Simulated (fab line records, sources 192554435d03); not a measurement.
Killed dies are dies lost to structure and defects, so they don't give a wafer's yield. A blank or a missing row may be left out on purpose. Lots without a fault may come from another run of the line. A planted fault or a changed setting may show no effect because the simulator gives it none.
Which tool did it? | flow n5_finfet | 8 lots, 24 wafers sampled, at 3 steps of a route of 1938

WHAT THE GAUGES READ, wafer by wafer
N5_BEOL_M1_INSPECT_30: inspects for defects (brightfield).
lot  | measured     | on                | raw_defect_count
L167 | day 6 15:08  | defect_inspect-02 | 379 504 553
L170 | day 6 23:19  | defect_inspect-02 | 334 314 276
L173 | day 7 23:19  | defect_inspect-02 | 514 360 304
L180 | day 9 15:26  | defect_inspect-01 | 1553 1588 1441
L182 | day 10 01:32 | defect_inspect-02 | 1493 1527 1541
L181 | day 10 01:39 | defect_inspect-01 | 309 268 572
L187 | day 11 08:20 | defect_inspect-02 | 455 376 332
L188 | day 11 10:44 | defect_inspect-02 | 382 344 344

WHICH TOOL RAN EACH LOT (tool, then ch and the chambers of the sampled wafers, then the start)
lot  | N5_BEOL_M1_DESCUM_16               | N5_BEOL_M1_STRIP_19
L167 | rie_diel-01 ch 0,2,3, day 6 14:02  | rie_diel-03 ch 0,2,3, day 6 14:34
L170 | rie_diel-01 ch 0,1, day 6 22:10    | rie_diel-03 ch 0,1,2, day 6 22:43
L173 | rie_diel-03 ch 1,3, day 7 22:16    | rie_diel-01 ch 0,2, day 7 22:42
L180 | rie_diel-01 ch 0,1,2, day 9 14:29  | rie_diel-03 ch 0,1,2, day 9 14:50
L182 | rie_diel-03 ch 1,2,3, day 10 00:35 | rie_diel-03 ch 1,2, day 10 00:56
L181 | rie_diel-04 ch 1,3, day 10 00:46   | rie_diel-01 ch 0,1,2, day 10 01:07
L187 | rie_diel-04 ch 0,2,3, day 11 07:23 | rie_diel-04 ch 0,2,3, day 11 07:44
L188 | rie_diel-03 ch 0,1,3, day 11 09:55 | rie_diel-01 ch 0,2,3, day 11 10:16
- N5_BEOL_M1_DESCUM_16: chemistry O2, time 7 s.
- N5_BEOL_M1_STRIP_19: strips in O2.

THE ANSWER, worked out from the rows above alone
Rule: what is usual is taken from the lots themselves. Put in order of their means at a reading, lots are off if they are a third of the lots or fewer, leave a main group of 4 or more, and stand apart from it by a gap of 3 or more times the standard deviation of the main group's means; of several such gaps the widest counts. A main group whose means are all the same, to the digits that the tables above print for the reading, isn't used. A lot without any number at a reading at which 4 lots or more have one is off too. The other lots that the step has rows for count as sound.
Off: L180, L182, at N5_BEOL_M1_INSPECT_30 (raw_defect_count). The main group: mean 384, standard deviation 51.
A tool fits if, at a process step before that reading, it ran every lot that is off, and no sound lot after the first of them. The gauges at N5_BEOL_M1_INSPECT_30 are tried like those tools. One fits: rie_diel-03 at N5_BEOL_M1_STRIP_19. Its last sound lot is L170 (day 6 22:43), its first lot that is off L180 (day 9 14:50): a fault that began between those two fits.

WHAT THE SIMULATOR HAD PUT IN
Chamber particle source: rie_diel-03, from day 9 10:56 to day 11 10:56, at N5_BEOL_M1_STRIP_19. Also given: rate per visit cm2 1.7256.
Lots struck among those shown: L180, L182. The rule above found the same.
